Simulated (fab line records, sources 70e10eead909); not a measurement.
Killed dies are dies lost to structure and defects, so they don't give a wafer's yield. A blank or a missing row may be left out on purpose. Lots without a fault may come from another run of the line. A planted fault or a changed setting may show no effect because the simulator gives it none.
Which tool did it? | flow nand_harc | 24 lots, 72 wafers sampled, at 3 steps of a route of 1302

WHAT THE GAUGES READ, wafer by wafer
NHARC_A_CONTACT_CD_MEAS_53. Usual: cd_nm 289.3 nm, standard deviation 0.85.
lot  | measured     | on        | cd_nm (nm)        | flag
L074 | day 22 06:17 | cd_sem-03 | 289.6 290.1 290.4 |
L077 | day 22 15:10 | cd_sem-01 | 289.6 289.5 290.0 |
L075 | day 22 16:02 | cd_sem-01 | 288.5 288.7 288.3 |
L076 | day 22 19:01 | cd_sem-02 | 289.5 289.6 289.3 |
L078 | day 23 15:43 | cd_sem-02 | 291.0 289.6 290.2 |
L079 | day 23 17:27 | cd_sem-03 | 289.7 289.3 290.2 |
L080 | day 24 02:14 | cd_sem-02 | 289.4 290.4 290.0 |
L081 | day 24 22:59 | cd_sem-02 | 290.1 290.0 289.7 |
L082 | day 25 03:28 | cd_sem-02 | 288.2 287.5 288.4 |
L083 | day 25 11:21 | cd_sem-03 | 289.5 289.7 289.6 |
L084 | day 25 11:50 | cd_sem-03 | 290.1 289.3 290.2 |
L086 | day 25 17:46 | cd_sem-02 | 287.4 287.8 288.2 |
L085 | day 26 01:41 | cd_sem-03 | 289.9 289.8 290.1 |
L087 | day 27 04:08 | cd_sem-02 | 289.6 289.8 289.9 |
L088 | day 27 10:40 | cd_sem-02 | 287.7 288.2 287.8 |
L089 | day 27 10:49 | cd_sem-02 | 289.0 288.6 288.6 |
L090 | day 28 12:03 | cd_sem-02 | 289.2 288.7 289.4 |
L093 | day 29 00:25 | cd_sem-03 | 290.8 290.8 291.1 |
L092 | day 29 04:27 | cd_sem-01 | 290.0 289.5 289.1 |
L091 | day 29 11:01 | cd_sem-01 | 289.3 288.2 288.8 |
L094 | day 29 13:02 | cd_sem-02 | 288.3 288.2 288.7 |
L095 | day 30 15:58 | cd_sem-02 | 287.8 288.5 288.4 |
L096 | day 30 22:33 | cd_sem-02 | 290.0 290.1 289.7 |
L097 | day 30 22:51 | cd_sem-02 | 289.3 289.2 289.8 |

NHARC_A_CONTACT_OVL_MEAS_70. Usual: overlay_x_nm 0.1 nm, standard deviation 0.76; overlay_y_nm 0.2 nm, standard deviation 0.85.
lot  | measured     | on         | overlay_x_nm (nm) | overlay_y_nm (nm) | flag
L074 | day 22 13:07 | overlay-02 | -0.3 -0.8 -0.6    | -0.5 0.3 0.1      |
L077 | day 22 20:07 | overlay-02 | 0.2 0.6 0.1       | -1.0 0.0 -0.6     |
L075 | day 22 21:07 | overlay-01 | -0.4 -0.8 -1.0    | -1.1 0.0 -1.2     |
L076 | day 23 00:10 | overlay-01 | -0.9 -0.8 -0.6    | -0.2 0.4 0.3      |
L078 | day 23 20:56 | overlay-02 | 1.3 2.1 1.5       | -0.9 -1.1 -0.7    |
L079 | day 24 00:01 | overlay-01 | 0.9 1.0 1.4       | -1.6 -1.2 -0.7    |
L080 | day 24 09:38 | overlay-02 | 0.5 0.9 0.5       | 1.0 1.4 0.5       |
L081 | day 25 03:49 | overlay-02 | 0.7 0.6 0.2       | 1.6 1.5 1.6       |
L082 | day 25 09:49 | overlay-01 | 0.1 -0.1 0.3      | -0.2 0.2 -0.1     |
L083 | day 25 16:20 | overlay-02 | -0.4 -0.4 -0.2    | 0.3 0.8 0.6       |
L084 | day 25 18:52 | overlay-02 | -0.6 -0.1 -0.2    | 1.0 1.0 1.4       |
L086 | day 25 22:45 | overlay-01 | -1.0 -0.5 -0.4    | -0.3 -0.2 -0.1    |
L085 | day 26 08:02 | overlay-02 | 0.8 1.1 0.5       | 0.2 0.0 0.0       |
L087 | day 27 12:29 | overlay-02 | 1.4 2.0 1.7       | -0.8 -0.7 -0.7    |
L088 | day 27 15:52 | overlay-02 | -0.3 -0.4 0.2     | 0.2 0.5 0.5       |
L089 | day 27 17:09 | overlay-01 | 0.7 0.7 0.2       | 1.4 1.7 1.4       |
L090 | day 28 18:38 | overlay-01 | -0.3 0.0 -0.1     | 0.3 0.0 0.2       |
L093 | day 29 10:49 | overlay-02 | -1.6 -0.9 -1.7    | -0.4 -0.2 -0.8    |
L092 | day 29 12:44 | overlay-02 | -0.6 -0.6 -0.1    | 1.4 0.9 1.1       |
L091 | day 29 16:04 | overlay-01 | -0.5 -0.8 -0.6    | 2.0 2.4 1.7       |
L094 | day 29 19:01 | overlay-01 | 0.6 0.3 0.4       | -1.3 -1.0 -0.7    |
L095 | day 30 20:55 | overlay-01 | -0.1 -0.4 -0.3    | 0.3 0.8 0.9       |
L096 | day 31 03:26 | overlay-01 | -0.1 -0.3 0.6     | 1.1 -0.1 0.3      |
L097 | day 31 03:53 | overlay-02 | 0.6 0.4 0.6       | 0.2 0.1 0.3       |

WHICH TOOL RAN EACH LOT (tool, then ch and the chambers of the sampled wafers, then the start)
lot  | NHARC_A_CONTACT_ETCH_50
L074 | rie_diel-08 ch 0,1,2, day 22 06:17 or earlier
L077 | rie_diel-08 ch 1,2, day 22 15:10 or earlier
L075 | rie_diel-08 ch 2,3, day 22 16:02 or earlier
L076 | rie_diel-01 ch 0,1,2, day 22 19:01 or earlier
L078 | rie_diel-08 ch 1,2,3, day 23 15:43 or earlier
L079 | rie_diel-08 ch 0,1, day 23 17:27 or earlier
L080 | rie_diel-12 ch 1,2,3, day 24 02:14 or earlier
L081 | rie_diel-01 ch 2,3, day 24 22:59 or earlier
L082 | rie_diel-08 ch 1,2, day 25 03:28 or earlier
L083 | rie_diel-12 ch 0,2,3, day 25 11:21 or earlier
L084 | rie_diel-08 ch 1,2, day 25 11:50 or earlier
L086 | rie_diel-12 ch 0,1,3, day 25 17:46 or earlier
L085 | rie_diel-08 ch 0,3, day 26 01:41 or earlier
L087 | rie_diel-01 ch 1,2,3, day 27 04:08 or earlier
L088 | rie_diel-01 ch 1,2,3, day 27 10:40 or earlier
L089 | rie_diel-08 ch 0,2, day 27 10:49 or earlier
L090 | rie_diel-08 ch 0,1,2, day 28 12:03 or earlier
L093 | rie_diel-01 ch 1,2, day 29 00:25 or earlier
L092 | rie_diel-12 ch 0,1,3, day 29 04:27 or earlier
L091 | rie_diel-01 ch 1,3, day 29 11:01 or earlier
L094 | rie_diel-01 ch 1,2,3, day 29 13:02 or earlier
L095 | rie_diel-08 ch 1,2, day 30 15:58 or earlier
L096 | rie_diel-01 ch 1,2,3, day 30 22:33 or earlier
L097 | rie_diel-08 ch 0,1,2, day 30 22:51 or earlier
- NHARC_A_CONTACT_ETCH_50: etches the open film in CF4/CHF3, target depth 121 nm, time 60.5 s.

WHAT THE TOOLS THEMSELVES READ (means of the sampled wafers that have a number; where no wafer has one, the mark that the record gives instead)
NHARC_A_CONTACT_ETCH_50. Usual: drypump_motor_current_A 5.7 A, standard deviation 0.31; oes_product_au 0.944 a.u., standard deviation 0.022; rf_vpp_V 370.9 V, standard deviation 2.2; showerhead_plenum_p_Torr 1.58 Torr, standard deviation 0.064; throttle_valve_pct 16.804 %, standard deviation 0.0095.
lot  | tool        | drypump_motor_current_A (A) | oes_product_au (a.u.) | rf_vpp_V (V) | showerhead_plenum_p_Torr (Torr) | throttle_valve_pct (%) | flag
L074 | rie_diel-08 | 5.7                         | 0.957                 | 371.7        | 1.58                            | 16.810                 |
L077 | rie_diel-08 | 5.8                         | 0.969                 | 370.9        | 1.58                            | 16.796                 |
L075 | rie_diel-08 | 5.4                         | 0.939                 | 373.6        | 1.64                            | 16.805                 |
L076 | rie_diel-01 | 5.7                         | 0.919                 | 371.7        | 1.59                            | 16.807                 |
L078 | rie_diel-08 | 5.7                         | 0.923                 | 371.9        | 1.61                            | 16.812                 |
L079 | rie_diel-08 | 5.9                         | 0.969                 | 370.2        | 1.55                            | 16.813                 |
L080 | rie_diel-12 | 5.5                         | 0.934                 | 371.7        | 1.61                            | 16.804                 |
L081 | rie_diel-01 | 5.9                         | 0.958                 | 368.8        | 1.52                            | 16.794                 |
L082 | rie_diel-08 | 5.8                         | 0.990                 | 370.3        | 1.58                            | 16.809                 |
L083 | rie_diel-12 | 5.5                         | 0.923                 | 370.0        | 1.55                            | 16.813                 |
L084 | rie_diel-08 | 5.8                         | 0.968                 | 371.8        | 1.58                            | 16.806                 |
L086 | rie_diel-12 | 5.4                         | 0.922                 | 371.7        | 1.61                            | 16.806                 |
L085 | rie_diel-08 | 5.6                         | 0.977                 | 370.0        | 1.58                            | 16.811                 |
L087 | rie_diel-01 | 5.8                         | 0.962                 | 370.3        | 1.57                            | 16.804                 |
L088 | rie_diel-01 | 5.8                         | 0.923                 | 371.3        | 1.57                            | 16.806                 |
L089 | rie_diel-08 | 5.4                         | 0.934                 | 372.6        | 1.61                            | 16.802                 |
L090 | rie_diel-08 | 5.6                         | 0.962                 | 370.7        | 1.58                            | 16.804                 |
L093 | rie_diel-01 | 5.9                         | 0.926                 | 371.3        | 1.60                            | 16.810                 |
L092 | rie_diel-12 | 5.4                         | 0.948                 | 371.9        | 1.60                            | 16.802                 |
L091 | rie_diel-01 | 5.7                         | 0.926                 | 369.1        | 1.54                            | 16.803                 |
L094 | rie_diel-01 | 5.7                         | 0.923                 | 370.6        | 1.57                            | 16.809                 |
L095 | rie_diel-08 | 5.6                         | 0.944                 | 371.4        | 1.61                            | 16.796                 |
L096 | rie_diel-01 | 5.7                         | 0.926                 | 370.0        | 1.57                            | 16.801                 |
L097 | rie_diel-08 | 5.7                         | 0.942                 | 370.3        | 1.58                            | 16.793                 |

THE ANSWER, worked out from the rows above alone
Rule: a lot is off if the mean of its wafers that have a number lies more than 3 standard deviations from the usual mean. A lot without any number at a reading at which 4 lots or more have one is off too. The other lots that the step has rows for count as sound. The gauges are gone through in route order, then the tools' own readings, and for those a lot's mean is taken as printed above. The first step at which some lot is off is used, and at that step the reading that is off furthest; a lot without a number counts as furthest.
No lot is off at any reading shown: from this, nothing can be told.

WHAT THE SIMULATOR HAD PUT IN
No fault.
